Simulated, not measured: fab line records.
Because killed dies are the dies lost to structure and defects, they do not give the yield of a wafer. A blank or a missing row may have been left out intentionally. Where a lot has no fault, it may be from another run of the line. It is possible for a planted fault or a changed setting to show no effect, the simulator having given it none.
fab line records	flow nandHarc
[record] lots = 24	wafers = 72	lastDay = 25
route steps=1159 shown P_ZERO_WELL@44 P_STI@109 P_GATE@149 P_CONTACT@235
lots untouched by any fault: they come from a run of this same line in which no faults occurred
startH: hours from the record's opening day to when the first of the lot's shown wafers began	waitH: time in hours since the lot's previous step	" identical to the entry in the row above	L1.1+2: several wafers, shown together as one row	- no value, or no start given	* or withheld: withheld	< > ~ a bound
route shown NAME@n: NAME is a module with steps in the file, n the number in the route of the first one	usual: the fault-free wafers' mean and standard deviation	same: alike in all rows	chamber/n: place in a boat	sites: the reading at each site	_std_site: their standard deviation	_edge_site: the outer-site mean with the inner-site mean subtracted	radiusMm: how far each site lies from the wafer's centre	mask NAME#n: copy n	behind: the most recent tool/chamber to have shaped the wafer	hold: the reason the lot was held/the length of the hold in hours/how it ended	device: the transistor (n, p or np) that didn't switch	end of line: the route-end tests of the same wafers	where a step has no rows: the recipe by itself	killed: the dies lost at the first sort to structure and to defects; this is not the yield of the wafer	map: a wafer's dies, x killed, . not, _ none there
set.NAME: the setting that was run; set.NAME@STEP: the one run at that earlier step	model.NAME: the simulator's own value behind a step, which no gauge read
one table for each step of the route and one row for each wafer, over a sample of lots
services: from which hour (startH, from the record's first day; less than 0 if before it) a tool's chamber was out of use, for how many hours, and why
[[steps]]
[step NHARC_P_ZERO_WELL_CD_MEAS_37]
[recipe] targetCdNm = 720	landingEnergyEv = 500
[usual] cdNm = 721.0/1.8
lot.wafer	tool	chamber	startH	waitH	cdNm
L074.2	cdSem-03	0	16.29	-	722.0
L074.3	"	0	"	"	720.0
L074.5	"	0	"	"	720.7
L075.2	cdSem-03	0	21.97	-	719.6
L075.3	"	0	"	"	718.7
L075.4	"	0	"	"	719.4
L076.4	cdSem-02	0	28.18	-	721.2
L076.5	"	0	"	"	720.6
L076.6	"	0	"	"	719.3
L077.1	cdSem-02	0	33.98	-	721.1
L077.4	"	0	"	"	720.0
L077.6	"	0	"	"	720.5
L078.2	cdSem-03	0	40.11	-	720.4
L078.3	"	0	"	"	718.4
L078.6	"	0	"	"	722.3
L079.1	cdSem-02	0	46.14	-	720.5
L079.3	"	0	"	"	721.3
L079.6	"	0	"	"	719.5
L080.2	cdSem-01	0	51.98	-	723.5
L080.3	"	0	"	"	721.1
L080.4	"	0	"	"	721.9
L081.2	cdSem-01	0	58.03	-	721.4
L081.4	"	0	"	"	718.3
L081.5	"	0	"	"	720.3
L082.3	cdSem-02	0	64.24	-	720.0
L082.5	"	0	"	"	720.8
L082.6	"	0	"	"	720.2
L083.1	cdSem-01	0	69.90	-	722.1
L083.5	"	0	"	"	721.5
L083.6	"	0	"	"	721.9
L084.4	cdSem-02	0	76.13	-	723.0
L084.5	"	0	"	"	723.2
L084.6	"	0	"	"	723.8
L085.2	cdSem-02	0	81.87	-	722.0
L085.3	"	0	"	"	720.7
L085.4	"	0	"	"	720.8
L086.1	cdSem-02	0	88.75	-	720.2
L086.2	"	0	"	"	720.5
L086.4	"	0	"	"	717.4
L087.1	cdSem-03	0	94.22	-	722.1
L087.4	"	0	"	"	720.5
L087.5	"	0	"	"	722.8
L088.2	cdSem-03	0	100.38	-	722.4
L088.3	"	0	"	"	721.8
L088.4	"	0	"	"	721.0
L089.3	cdSem-03	0	106.10	-	720.9
L089.4	"	0	"	"	722.8
L089.5	"	0	"	"	722.9
L090.1	cdSem-01	0	112.45	-	723.3
L090.5	"	0	"	"	724.1
L090.6	"	0	"	"	723.6
L091.1	cdSem-03	0	118.11	-	719.0
L091.3	"	0	"	"	719.8
L091.4	"	0	"	"	717.8
L092.1	cdSem-02	0	123.98	-	721.5
L092.2	"	0	"	"	720.6
L092.5	"	0	"	"	722.7
L093.1	cdSem-01	0	130.13	-	719.7
L093.4	"	0	"	"	720.6
L093.6	"	0	"	"	718.9
L094.2	cdSem-01	0	136.24	-	723.3
L094.3	"	0	"	"	721.9
L094.4	"	0	"	"	722.5
L095.1	cdSem-02	0	142.35	-	723.7
L095.2	"	0	"	"	721.5
L095.4	"	0	"	"	722.6
L096.1	cdSem-02	0	147.99	-	721.0
L096.3	"	0	"	"	723.5
L096.4	"	0	"	"	724.4
L097.3	cdSem-02	0	154.30	-	719.9
L097.5	"	0	"	"	722.6
L097.6	"	0	"	"	720.7
[step NHARC_P_STI_INSPECT_25]
[usual] rawDefectCount = 203/83
lot.wafer	tool	chamber	startH	waitH	rawDefectCount
L074.2	defectInspect-02	-	63.82	0.4	152
L074.3	"	-	"	"	269
L074.5	"	-	"	"	253
L075.2	defectInspect-02	-	71.19	0.4	141
L075.3	"	-	"	"	281
L075.4	"	-	"	"	158
L077.1	defectInspect-02	-	81.14	0.4	289
L077.4	"	-	"	"	227
L077.6	"	-	"	"	185
L076.4	defectInspect-01	-	81.15	0.4	92
L076.5	"	-	"	"	184
L076.6	"	-	"	"	154
L079.1	defectInspect-01	-	92.00	0.4	138
L079.3	"	-	"	"	142
L079.6	"	-	"	"	114
L078.2	defectInspect-02	-	92.00	0.4	205
L078.3	"	-	"	"	157
L078.6	"	-	"	"	326
L080.2	defectInspect-01	-	112.95	0.4	96
L080.3	"	-	"	"	158
L080.4	"	-	"	"	107
L081.2	defectInspect-02	-	112.95	0.4	133
L081.4	"	-	"	"	125
L081.5	"	-	"	"	177
L083.1	defectInspect-02	-	112.97	0.4	130
L083.5	"	-	"	"	152
L083.6	"	-	"	"	148
L082.3	defectInspect-01	-	112.97	0.4	181
L082.5	"	-	"	"	219
L082.6	"	-	"	"	291
L085.2	defectInspect-02	-	130.37	0.4	147
L085.3	"	-	"	"	256
L085.4	"	-	"	"	240
L084.4	defectInspect-01	-	130.37	0.4	123
L084.5	"	-	"	"	180
L084.6	"	-	"	"	221
L086.1	defectInspect-02	-	143.89	0.4	168
L086.2	"	-	"	"	182
L086.4	"	-	"	"	128
L087.1	defectInspect-01	-	143.89	0.4	147
L087.4	"	-	"	"	54
L087.5	"	-	"	"	173
L088.2	defectInspect-02	-	147.90	0.4	154
L088.3	"	-	"	"	270
L088.4	"	-	"	"	164
L089.3	defectInspect-02	-	152.40	0.4	345
L089.4	"	-	"	"	608
L089.5	"	-	"	"	528
L090.1	defectInspect-02	-	160.94	0.4	225
L090.5	"	-	"	"	127
L090.6	"	-	"	"	168
L091.1	defectInspect-01	-	160.94	0.4	255
L091.3	"	-	"	"	284
L091.4	"	-	"	"	335
L092.1	defectInspect-01	-	175.69	0.4	403
L092.2	"	-	"	"	279
L092.5	"	-	"	"	401
L093.1	defectInspect-02	-	175.71	0.4	166
L093.4	"	-	"	"	253
L093.6	"	-	"	"	136
L095.1	defectInspect-01	-	187.47	0.4	134
L095.2	"	-	"	"	168
L095.4	"	-	"	"	108
L094.2	defectInspect-02	-	187.47	0.4	218
L094.3	"	-	"	"	218
L094.4	"	-	"	"	197
L096.1	defectInspect-01	-	199.25	0.4	312
L096.3	"	-	"	"	214
L096.4	"	-	"	"	219
L097.3	defectInspect-02	-	199.25	0.4	219
L097.5	"	-	"	"	208
L097.6	"	-	"	"	159
[step NHARC_P_GATE_ETCH_32]
[recipe] targetDepthA = 1500	overEtchFrac = 1	overEtchIonEnergyEv = 40	timeS = 100.1	hbrFlowSccm = 150	cl2FlowSccm = 50	rfW = 400	icpW = 400	biasW = 100	chemistry = HBr/Cl2
[usual] drypumpMotorCurrentA = 5.4/0.37	oesProductAu = 0.996/0.012	throttleValvePct = 26.406/0.0088
lot.wafer	tool	chamber	startH	waitH	drypumpMotorCurrentA	oesProductAu	rfHoursCounterH	throttleValvePct
L074.2	rieSi-04	3	87.22	-	5.3	0.989	1.3	26.416
L074.3	"	1	"	"	5.6	0.993	1.6	26.412
L074.5	"	3	"	"	5.3	0.984	-	26.413
L075.4	rieSi-04	0	95.30	-	5.3	1.010	1.3	26.410
L075.3	"	1	"	"	5.6	1.004	1.6	26.401
L075.2	"	3	"	"	5.3	1.004	1.4	26.396
L076.6	rieSi-03	2	104.04	-	5.4	0.981	-	26.410
L076.5	"	3	"	"	5.6	0.990	-	26.407
L076.4	"	0	"	"	5.2	1.001	-	26.412
L077.1	rieSi-06	0	104.89	-	6.0	0.978	0.8	26.425
L077.4	"	2	"	"	5.0	0.988	0.8	26.414
L077.6	"	1	"	"	5.7	0.979	-	26.406
L079.3	rieSi-04	0	118.34	-	5.3	0.999	0.1	26.412
L079.1	"	2	"	"	5.1	0.996	0.1	26.407
L079.6	"	0	"	"	5.3	1.002	-	26.384
L078.3	rieSi-06	0	118.58	-	6.0	0.991	0.9	26.395
L078.2	"	2	"	"	5.0	0.991	0.9	26.423
L078.6	"	3	"	"	4.8	0.984	-	26.408
L081.2	rieSi-03	3	136.25	-	5.5	0.999	1.3	26.413
L081.4	"	0	"	"	5.2	0.999	1.5	26.410
L081.5	"	1	"	"	6.0	1.007	-	26.415
L082.3	rieSi-06	0	136.33	-	6.0	0.994	1.1	26.411
L082.6	"	2	"	"	5.0	0.987	-	26.415
L082.5	"	3	"	"	4.8	0.997	-	26.407
L080.4	rieSi-06	0	137.00	-	6.0	0.998	1.2	26.400
L080.2	"	1	"	"	5.7	0.987	1.1	26.402
L080.3	"	2	"	"	4.9	0.990	1.1	26.397
L083.1	rieSi-03	0	137.05	-	5.2	1.003	1.5	26.415
L083.5	"	1	"	"	6.0	1.007	-	26.396
L083.6	"	2	"	"	5.4	0.985	-	26.411
L085.4	rieSi-04	2	153.34	-	5.1	0.996	0.3	26.398
L085.3	"	3	"	"	5.3	1.007	0.3	26.402
L085.2	"	1	"	"	5.6	1.010	0.4	26.402
L084.4	rieSi-06	3	154.21	-	4.8	0.988	1.3	26.404
L084.5	"	2	"	"	5.0	0.980	-	26.391
L084.6	"	3	"	"	4.8	0.982	-	26.403
L087.4	rieSi-03	2	169.08	-	5.4	0.999	0.0	26.424
L087.1	"	0	"	"	5.2	1.006	0.0	26.406
L087.5	"	2	"	"	5.4	1.008	-	26.414
L086.1	rieSi-06	0	169.85	-	6.0	0.986	1.5	26.420
L086.2	"	1	"	"	5.7	0.991	1.4	26.420
L086.4	"	2	"	"	5.0	0.988	1.3	26.405
L089.3	rieSi-06	0	175.51	-	6.0	0.995	1.6	26.390
L089.4	"	3	"	"	4.8	0.992	1.5	26.405
L089.5	"	1	"	"	5.6	0.973	-	26.403
L088.2	rieSi-06	1	175.74	-	5.6	0.979	1.6	26.418
L088.4	"	2	"	"	5.0	0.996	1.5	26.412
L088.3	"	3	"	"	4.8	0.993	1.5	26.403
L091.1	rieSi-03	0	183.76	-	5.2	1.007	0.2	26.399
L091.4	"	1	"	"	6.0	0.998	0.2	26.397
L091.3	"	2	"	"	5.4	0.995	0.2	26.418
L090.1	rieSi-04	0	183.97	-	5.3	1.003	0.5	26.399
L090.6	"	0	"	"	5.3	1.004	-	26.415
L090.5	"	1	"	"	5.6	0.997	-	26.404
L092.1	rieSi-03	3	197.89	-	5.5	1.005	0.3	26.412
L092.2	"	0	"	"	5.2	0.998	0.3	26.405
L092.5	"	0	"	"	5.2	1.013	-	26.398
L093.4	rieSi-06	1	198.03	-	5.6	0.972	0.1	26.384
L093.1	"	2	"	"	5.0	0.977	0.1	26.417
L093.6	"	3	"	"	4.8	0.999	-	26.396
L094.2	rieSi-03	3	211.39	-	5.5	1.006	0.5	26.401
L094.3	"	0	"	"	5.2	1.002	0.5	26.391
L094.4	"	2	"	"	5.4	1.005	0.5	26.405
L095.1	rieSi-04	1	211.40	-	5.6	1.018	0.8	26.414
L095.4	"	2	"	"	5.2	0.991	0.8	26.421
L095.2	"	3	"	"	5.3	1.014	0.8	26.423
L097.3	rieSi-04	3	222.19	-	5.3	1.010	0.9	26.421
L097.6	"	3	"	"	5.4	1.007	-	26.389
L097.5	"	0	"	"	5.3	1.014	-	26.408
L096.3	rieSi-06	1	222.76	-	5.6	0.973	0.3	26.419
L096.1	"	3	"	"	4.8	1.004	0.2	26.402
L096.4	"	0	"	"	6.0	1.009	0.3	26.417
[step NHARC_P_GATE_DESCUM_93]
[recipe] timeS = 3	o2FlowSccm = 200	arFlowSccm = 0	biasPowerW = 0	chemistry = O2
[usual] drypumpMotorCurrentA = 5.7/0.52	oesProductAu = 1.001/0.01	rfVppV = 57.8/0.8	showerheadPlenumPTorr = 1.91/0.081	throttleValvePct = 11.312/0.0089
lot.wafer	tool	chamber	startH	waitH	drypumpMotorCurrentA	oesProductAu	rfHoursCounterH	rfVppV	showerheadPlenumPTorr	throttleValvePct
L074.3	rieDiel-05	3	102.32	-	5.0	1.006	40	57.4	2.01	11.321
L074.2	"	0	"	"	5.3	0.999	42	59.7	2.06	11.305
L074.5	"	0	"	"	5.3	1.003	-	58.9	2.06	11.308
L075.2	rieDiel-08	0	110.20	-	5.6	1.011	30	57.8	1.94	11.306
L075.3	"	1	"	"	6.5	0.992	29	58.0	1.87	11.308
L075.4	"	2	"	"	6.0	1.017	31	58.8	1.91	11.314
L076.4	rieDiel-08	0	118.92	-	5.5	1.003	31	56.9	1.94	11.297
L076.5	"	2	"	"	6.1	1.013	-	57.2	1.91	11.304
L076.6	"	3	"	"	5.2	0.998	-	57.7	1.82	11.312
L077.4	rieDiel-08	0	119.69	-	5.5	0.996	31	56.5	1.94	11.301
L077.1	"	1	"	"	6.5	1.000	31	57.4	1.86	11.301
L077.6	"	0	"	"	5.6	1.001	-	58.9	1.94	11.308
L079.1	rieDiel-05	2	133.52	-	6.3	0.988	44	56.8	1.77	11.309
L079.3	"	0	"	"	5.3	0.994	52	58.5	2.06	11.330
L079.6	"	2	"	"	6.3	0.982	-	56.8	1.77	11.324
L078.3	rieDiel-05	2	133.58	-	6.3	0.984	44	56.7	1.77	11.318
L078.2	"	1	"	"	6.1	0.988	54	57.2	1.94	11.283
L078.6	"	3	"	"	5.0	1.002	-	56.9	2.01	11.314
L082.3	rieDiel-07	0	151.10	-	5.3	0.990	31	57.5	1.89	11.314
L082.6	"	0	"	"	5.3	0.989	-	57.8	1.89	11.303
L082.5	"	1	"	"	6.1	0.988	-	56.9	1.81	11.308
L081.4	rieDiel-08	0	151.55	-	5.6	1.033	5	58.0	1.94	11.303
L081.2	"	1	"	"	6.6	0.996	4	56.7	1.86	11.319
L081.5	"	2	"	"	6.1	1.011	-	56.6	1.91	11.319
L080.2	rieDiel-08	3	151.82	-	5.2	0.995	4	57.0	1.82	11.306
L080.3	"	1	"	"	6.6	1.004	4	57.9	1.86	11.303
L080.4	"	2	"	"	6.0	1.002	3	57.6	1.91	11.311
L083.1	rieDiel-08	1	159.79	-	6.5	1.004	6	57.4	1.86	11.288
L083.6	"	2	"	"	6.1	0.999	-	58.5	1.91	11.308
L083.5	"	3	"	"	5.2	0.996	-	57.2	1.82	11.320
L085.4	rieDiel-08	1	168.31	-	6.5	0.999	7	58.4	1.86	11.313
L085.3	"	3	"	"	5.2	0.995	6	57.9	1.82	11.322
L085.2	"	0	"	"	5.6	1.008	7	57.7	1.94	11.312
L084.4	rieDiel-08	1	171.30	-	6.6	1.004	7	58.9	1.86	11.302
L084.6	"	3	"	"	5.2	0.995	-	57.2	1.82	11.323
L084.5	"	0	"	"	5.6	1.021	-	57.1	1.94	11.299
L086.1	rieDiel-08	0	185.20	-	5.6	1.016	10	58.0	1.94	11.318
L086.2	"	2	"	"	6.1	1.007	9	59.2	1.91	11.322
L086.4	"	3	"	"	5.2	0.988	9	56.9	1.82	11.318
L087.1	rieDiel-05	3	186.24	-	5.0	1.000	6	58.5	2.00	11.316
L087.4	"	1	"	"	6.1	1.000	6	57.6	1.94	11.310
L087.5	"	3	"	"	5.0	0.997	-	58.5	2.00	11.322
L089.3	rieDiel-08	3	191.99	-	5.2	0.988	10	57.9	1.82	11.309
L089.4	"	0	"	"	5.5	1.017	11	56.7	1.94	11.307
L089.5	"	3	"	"	5.2	0.987	-	56.2	1.82	11.317
L088.3	rieDiel-08	1	192.99	-	6.5	0.997	11	56.8	1.86	11.306
L088.4	"	3	"	"	5.2	0.988	10	56.7	1.82	11.304
L088.2	"	0	"	"	5.6	1.020	11	56.9	1.93	11.332
L091.3	rieDiel-05	0	198.67	-	5.3	0.988	11	57.1	2.05	11.310
L091.1	"	1	"	"	6.1	0.990	10	57.7	1.94	11.316
L091.4	"	3	"	"	5.0	1.003	12	57.0	2.00	11.298
L090.1	rieDiel-07	2	199.30	-	4.9	0.990	43	58.7	1.92	11.296
L090.5	"	1	"	"	6.0	0.988	-	56.7	1.80	11.320
L090.6	"	2	"	"	4.9	0.987	-	59.3	1.92	11.308
L092.2	rieDiel-08	3	213.18	-	5.2	0.993	16	55.5	1.82	11.300
L092.1	"	2	"	"	6.0	1.004	15	59.4	1.91	11.311
L092.5	"	3	"	"	5.2	1.003	-	58.7	1.82	11.301
L093.1	rieDiel-08	1	213.29	-	6.6	1.000	17	57.4	1.86	11.324
L093.4	"	2	"	"	6.1	1.001	15	57.7	1.91	11.307
L093.6	"	1	"	"	6.5	1.007	-	57.6	1.86	11.314
L094.4	rieDiel-05	0	226.39	-	5.3	0.986	21	58.1	2.05	11.305
L094.3	"	1	"	"	6.1	0.995	22	57.9	1.93	11.304
L094.2	"	2	"	"	6.3	1.000	22	58.7	2.07	11.319
L095.2	rieDiel-05	0	226.95	-	5.3	0.991	21	58.0	2.05	11.326
L095.1	"	2	"	"	6.3	1.001	22	58.8	2.07	11.311
L095.4	"	3	"	"	5.0	1.008	21	56.2	1.99	11.317
L097.3	rieDiel-08	3	237.35	-	5.2	1.000	19	56.4	1.82	11.314
L097.6	"	0	"	"	5.6	1.015	-	58.8	1.93	11.319
L097.5	"	3	"	"	5.2	0.988	-	57.9	1.82	11.315
L096.4	rieDiel-07	2	237.89	-	4.9	1.004	0	58.4	1.92	11.320
L096.3	"	3	"	"	5.7	1.009	0	58.1	2.08	11.311
L096.1	"	1	"	"	6.1	1.008	0	57.2	1.80	11.312
[step NHARC_P_CONTACT_DESCUM_17]
[recipe] timeS = 3	o2FlowSccm = 200	arFlowSccm = 0	biasPowerW = 0	chemistry = O2
[usual] drypumpMotorCurrentA = 5.8/0.31	oesProductAu = 1.001/0.01	rfVppV = 58.0/0.99	showerheadPlenumPTorr = 1.94/0.086	throttleValvePct = 11.311/0.0098
lot.wafer	tool	chamber	startH	waitH	drypumpMotorCurrentA	oesProductAu	rfHoursCounterH	rfVppV	showerheadPlenumPTorr	throttleValvePct
L074.3	rieDiel-13	0	108.48	0.1	5.8	1.014	0	58.6	2.04	11.326
L074.2	"	1	"	"	6.0	0.992	0	58.7	1.82	11.303
L074.5	"	0	"	"	5.8	1.012	-	59.2	2.04	11.328
L075.3	rieDiel-13	3	114.91	0.1	5.6	1.005	1	59.1	1.97	11.312
L075.2	"	0	"	"	5.8	1.023	1	57.7	2.04	11.303
L075.4	"	1	"	"	6.0	0.988	-	57.1	1.82	11.310
L076.4	rieDiel-01	0	123.75	0.1	5.9	0.994	12	57.8	1.88	11.315
L076.5	"	3	"	"	5.5	1.000	-	57.8	2.03	11.306
L076.6	"	0	"	"	5.9	1.001	-	57.8	1.89	11.307
L077.4	rieDiel-13	2	124.63	0.1	6.1	1.015	1	58.2	1.99	11.316
L077.1	"	3	"	"	5.6	1.005	3	58.8	1.96	11.321
L077.6	"	2	"	"	6.1	0.998	-	58.0	1.99	11.308
L079.3	rieDiel-04	3	138.16	0.1	5.9	0.997	5	58.7	1.96	11.294
L079.1	"	1	"	"	5.8	1.001	8	57.0	1.81	11.304
L079.6	"	3	"	"	5.9	0.993	-	59.3	1.96	11.333
L078.2	rieDiel-13	2	138.62	0.1	6.0	1.010	2	58.5	1.99	11.300
L078.3	"	3	"	"	5.6	0.994	4	58.0	1.96	11.328
L078.6	"	1	"	"	6.0	0.987	-	56.5	1.82	11.307
L082.3	rieDiel-13	3	155.84	0.1	5.6	0.989	6	55.8	1.96	11.322
L082.6	"	3	"	"	5.6	1.000	-	58.5	1.96	11.294
L082.5	"	0	"	"	5.8	1.008	-	57.5	2.04	11.331
L081.2	rieDiel-04	0	156.33	0.1	6.3	0.991	15	58.2	2.00	11.319
L081.4	"	2	"	"	5.9	1.011	14	59.8	1.92	11.294
L081.5	"	3	"	"	5.9	0.986	-	57.2	1.96	11.310
L080.2	rieDiel-01	1	157.17	0.1	6.1	1.011	1	58.7	2.04	11.342
L080.4	"	3	"	"	5.5	0.997	1	59.3	2.03	11.318
L080.3	"	0	"	"	5.9	1.007	1	56.2	1.88	11.319
L083.1	rieDiel-01	3	164.52	0.1	5.4	0.987	2	58.8	2.03	11.298
L083.6	"	0	"	"	5.9	1.014	-	57.7	1.88	11.303
L083.5	"	1	"	"	6.1	0.999	-	58.6	2.04	11.313
L085.2	rieDiel-01	2	172.96	0.1	5.2	0.999	3	56.4	1.81	11.317
L085.3	"	3	"	"	5.4	0.994	3	57.9	2.03	11.316
L085.4	"	0	"	"	5.9	1.015	2	57.9	1.88	11.322
L084.4	rieDiel-04	3	176.26	0.1	5.9	0.993	19	56.6	1.96	11.311
L084.6	"	2	"	"	6.0	1.007	-	57.1	1.92	11.322
L084.5	"	3	"	"	5.9	0.999	-	59.3	1.96	11.290
L086.4	rieDiel-01	0	190.39	0.1	5.9	1.007	3	57.5	1.88	11.314
L086.2	"	1	"	"	6.1	1.007	4	59.4	2.04	11.298
L086.1	"	2	"	"	5.2	0.997	5	57.3	1.81	11.314
L087.1	rieDiel-01	3	192.28	0.1	5.4	0.998	5	58.3	2.03	11.323
L087.4	"	1	"	"	6.1	1.001	5	58.3	2.04	11.318
L087.5	"	0	"	"	5.9	1.017	-	57.6	1.88	11.302
L089.3	rieDiel-13	3	196.70	0.1	5.6	1.014	8	59.2	1.96	11.321
L089.4	"	1	"	"	6.0	0.998	9	57.7	1.82	11.319
L089.5	"	3	"	"	5.6	1.011	-	59.0	1.96	11.301
L088.2	rieDiel-04	2	197.70	0.1	5.9	1.000	31	57.5	1.92	11.306
L088.3	"	3	"	"	5.9	0.994	28	57.8	1.96	11.323
L088.4	"	1	"	"	5.9	1.003	32	57.5	1.80	11.326
L091.3	rieDiel-01	2	203.44	0.1	5.1	0.997	7	57.1	1.81	11.297
L091.1	"	3	"	"	5.4	0.989	6	57.7	2.03	11.293
L091.4	"	1	"	"	6.1	0.991	6	58.7	2.04	11.302
L090.1	rieDiel-04	0	204.04	0.1	6.3	1.005	32	59.6	1.99	11.314
L090.6	"	0	"	"	6.3	1.003	-	60.1	1.99	11.324
L090.5	"	1	"	"	5.8	0.992	-	56.1	1.80	11.314
L092.1	rieDiel-01	2	218.11	0.1	5.1	0.989	7	58.4	1.81	11.316
L092.2	"	0	"	"	5.9	1.002	6	58.8	1.88	11.311
L092.5	"	3	"	"	5.5	0.994	-	57.8	2.03	11.312
L093.1	rieDiel-13	0	218.26	0.1	5.8	1.005	11	58.0	2.03	11.312
L093.4	"	1	"	"	6.0	0.992	-	55.8	1.82	11.315
L093.6	"	0	"	"	5.8	1.005	-	56.9	2.03	11.303
L094.2	rieDiel-13	2	231.72	0.1	6.1	0.991	9	57.8	1.99	11.313
L094.3	"	0	"	"	5.8	1.019	13	58.6	2.03	11.311
L094.4	"	1	"	"	6.0	0.993	-	54.9	1.82	11.309
L095.2	rieDiel-01	0	232.30	0.1	5.9	1.006	8	57.3	1.88	11.310
L095.4	"	2	"	"	5.1	1.004	10	58.0	1.81	11.327
L095.1	"	3	"	"	5.4	0.992	8	59.1	2.03	11.307
L097.3	rieDiel-01	2	241.94	0.1	5.2	0.997	10	57.5	1.81	11.293
L097.5	"	3	"	"	5.5	1.003	-	58.6	2.03	11.315
L097.6	"	0	"	"	5.9	1.006	-	58.6	1.88	11.326
L096.3	rieDiel-01	0	243.07	0.1	5.9	1.015	9	58.3	1.88	11.295
L096.1	"	1	"	"	6.1	1.013	10	59.6	2.04	11.301
L096.4	"	2	"	"	5.1	1.000	11	58.7	1.81	11.297
[step NHARC_P_CONTACT_CD_MEAS_19]
[usual] cdNm = 90.1/1.3
lot.wafer	tool	chamber	startH	waitH	cdNm
L074.2	cdSem-01	-	109.49	-	90.4
L074.3	"	-	"	"	90.3
L074.5	"	-	"	"	89.8
L075.2	cdSem-03	-	115.94	-	91.5
L075.3	"	-	"	"	90.9
L075.4	"	-	"	"	92.9
L076.4	cdSem-03	-	124.62	-	89.5
L076.5	"	-	"	"	89.5
L076.6	"	-	"	"	87.8
L077.1	cdSem-02	-	125.50	-	90.8
L077.4	"	-	"	"	89.9
L077.6	"	-	"	"	91.2
L079.1	cdSem-01	-	139.05	-	89.0
L079.3	"	-	"	"	89.6
L079.6	"	-	"	"	90.6
L078.2	cdSem-03	-	139.48	-	92.8
L078.3	"	-	"	"	89.2
L078.6	"	-	"	"	88.6
L082.3	cdSem-01	-	157.20	-	89.9
L082.5	"	-	"	"	90.6
L082.6	"	-	"	"	90.0
L081.2	cdSem-03	-	157.37	-	91.0
L081.4	"	-	"	"	90.4
L081.5	"	-	"	"	90.2
L080.2	cdSem-03	-	158.05	-	89.5
L080.3	"	-	"	"	88.6
L080.4	"	-	"	"	88.4
L083.1	cdSem-02	-	165.37	-	90.1
L083.5	"	-	"	"	90.2
L083.6	"	-	"	"	90.8
L085.2	cdSem-03	-	173.83	-	90.0
L085.3	"	-	"	"	90.3
L085.4	"	-	"	"	90.7
L084.4	cdSem-02	-	177.15	-	88.7
L084.5	"	-	"	"	89.8
L084.6	"	-	"	"	87.8
L086.1	cdSem-02	-	191.25	-	89.0
L086.2	"	-	"	"	88.7
L086.4	"	-	"	"	90.6
L087.1	cdSem-01	-	193.48	-	89.5
L087.4	"	-	"	"	89.2
L087.5	"	-	"	"	91.2
L089.3	cdSem-02	-	197.58	-	92.0
L089.4	"	-	"	"	92.7
L089.5	"	-	"	"	90.6
L088.2	cdSem-03	-	198.58	-	89.0
L088.3	"	-	"	"	88.4
L088.4	"	-	"	"	90.0
L091.1	cdSem-01	-	204.36	-	91.8
L091.3	"	-	"	"	89.4
L091.4	"	-	"	"	89.8
L090.1	cdSem-03	-	205.13	-	88.9
L090.5	"	-	"	"	90.8
L090.6	"	-	"	"	87.9
L092.1	cdSem-01	-	219.50	-	89.6
L092.2	"	-	"	"	87.4
L092.5	"	-	"	"	87.0
L093.1	cdSem-03	-	219.78	-	91.3
L093.4	"	-	"	"	93.5
L093.6	"	-	"	"	90.5
L094.2	cdSem-01	-	232.73	-	90.4
L094.3	"	-	"	"	90.7
L094.4	"	-	"	"	93.3
L095.1	cdSem-01	-	233.18	-	90.5
L095.2	"	-	"	"	90.0
L095.4	"	-	"	"	86.1
L097.3	cdSem-02	-	242.80	-	91.1
L097.5	"	-	"	"	89.9
L097.6	"	-	"	"	88.3
L096.1	cdSem-02	-	243.95	-	92.6
L096.3	"	-	"	"	88.9
L096.4	"	-	"	"	89.4
[[services]]
tool	chamber	startH	hours	kind
rieSi-03	-	71.00	0.9	repair
rieSi-03	2	80.45	5.8	repair
rieSi-03	1	95.22	19.2	repair
rieSi-04	0	97.02	2.0	repair
rieDiel-13	-	99.00	9.0	pm
rieSi-04	-	99.00	9.0	pm
rieDiel-01	0	99.39	9.0	repair
rieDiel-04	-	111.90	9.0	pm
rieDiel-08	0	123.11	2.8	repair
rieDiel-08	-	124.80	9.0	pm
rieDiel-01	-	137.80	9.0	pm
rieSi-03	-	155.00	9.0	pm
rieDiel-05	2	158.73	11.6	repair
rieDiel-05	-	163.60	9.0	pm
rieDiel-13	1	167.23	4.1	repair
rieDiel-13	0	176.22	11.7	repair
rieSi-03	1	176.95	5.2	repair
rieSi-06	-	183.04	9.0	pm
rieDiel-13	2	214.62	8.7	repair
rieSi-06	3	214.96	7.1	repair
rieSi-04	2	216.94	103.8	repair
rieDiel-08	1	222.66	4.4	repair
rieDiel-08	3	223.36	4.8	repair
rieDiel-13	3	230.93	6.9	repair
[[key]]
fault none
